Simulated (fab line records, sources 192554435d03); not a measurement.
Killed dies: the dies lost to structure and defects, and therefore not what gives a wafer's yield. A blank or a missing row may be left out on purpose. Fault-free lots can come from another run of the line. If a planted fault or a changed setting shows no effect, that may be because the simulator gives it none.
Chamber matching ; flow n5 finfet ; rie diel-01 running N5_BEOL_M2_ETCH_64: 4 sister chambers
The step etches SOC in N2/H2, target depth 75 nm, overetch 22.5 nm, time 121.9 s. 18 wafers are shown with their chamber, then 9 later ones without.

## WAFERS, EACH WITH ITS CHAMBER
wafer;chamber;throttle valve pct (%);drypump motor current A (A);showerhead plenum p Torr (Torr)
L074.1;2;17.37;5.1;2.47
L074.2;1;17.83;6.1;2.54
L074.3;0;17.82;5.8;2.65
L077.2;3;18.32;5.8;2.63
L077.4;1;17.83;6.1;2.54
L077.6;2;17.40;5.1;2.47
L084.1;3;18.35;5.8;2.62
L084.2;1;17.86;6.1;2.54
L084.3;0;17.84;5.8;2.64
L084.4;2;17.41;5.1;2.46
L084.5;3;18.35;5.8;2.62
L084.6;0;17.84;5.8;2.64
L087.2;1;17.87;6.0;2.53
L087.5;0;17.87;5.8;2.64
L087.6;3;18.34;5.7;2.62
L088.1;3;18.37;5.8;2.62
L088.3;1;17.89;6.1;2.53
L088.5;0;17.86;5.8;2.64

SIGNATURES (means of the wafers above)
reading;chamber 0;chamber 1;chamber 2;chamber 3;scatter within a chamber
throttle valve pct;17.8460;17.8560;17.3933;18.3460;0.0214
drypump motor current A;5.800;6.080;5.100;5.780;0.0338
showerhead plenum p Torr;2.6420;2.5360;2.4667;2.6220;0.00498
Rule: a wafer lies at a distance from a chamber equal to the root of the sum of squares, over the readings, of (its reading less the chamber's mean, divided by the reading's scatter). If the next closest chamber is less than 2 further off than the closest, the wafer can't be placed; otherwise it belongs to the closest. How the scatter is found: for the shown wafers, subtract from each reading the mean of its chamber, square and add these, divide the total by (wafers less chambers), then take the root.

## WAFERS WITH NO CHAMBER GIVEN
wafer;throttle valve pct (%);drypump motor current A (A);showerhead plenum p Torr (Torr)
L092.1;17.89;6.1;2.53
L092.3;17.43;5.1;2.45
L092.4;18.36;5.8;2.62
L094.2;17.45;5.1;2.45
L094.4;18.38;5.8;2.61
L094.6;17.44;5.1;2.45
L096.1;18.39;5.8;2.61
L096.5;18.39;5.8;2.61
L096.6;17.48;5.1;2.45

## THE CHAMBER EACH PASSED THROUGH
wafer;from the rows above;in truth
L092.1;1;1
L092.3;2;2
L092.4;3;3
L094.2;2;2
L094.4;3;3
L094.6;2;2
L096.1;3;3
L096.5;3;3
L096.6;2;2
Correct placement for 9 of the 9. Not placeable from these rows: 0. Number placed wrongly: 0.
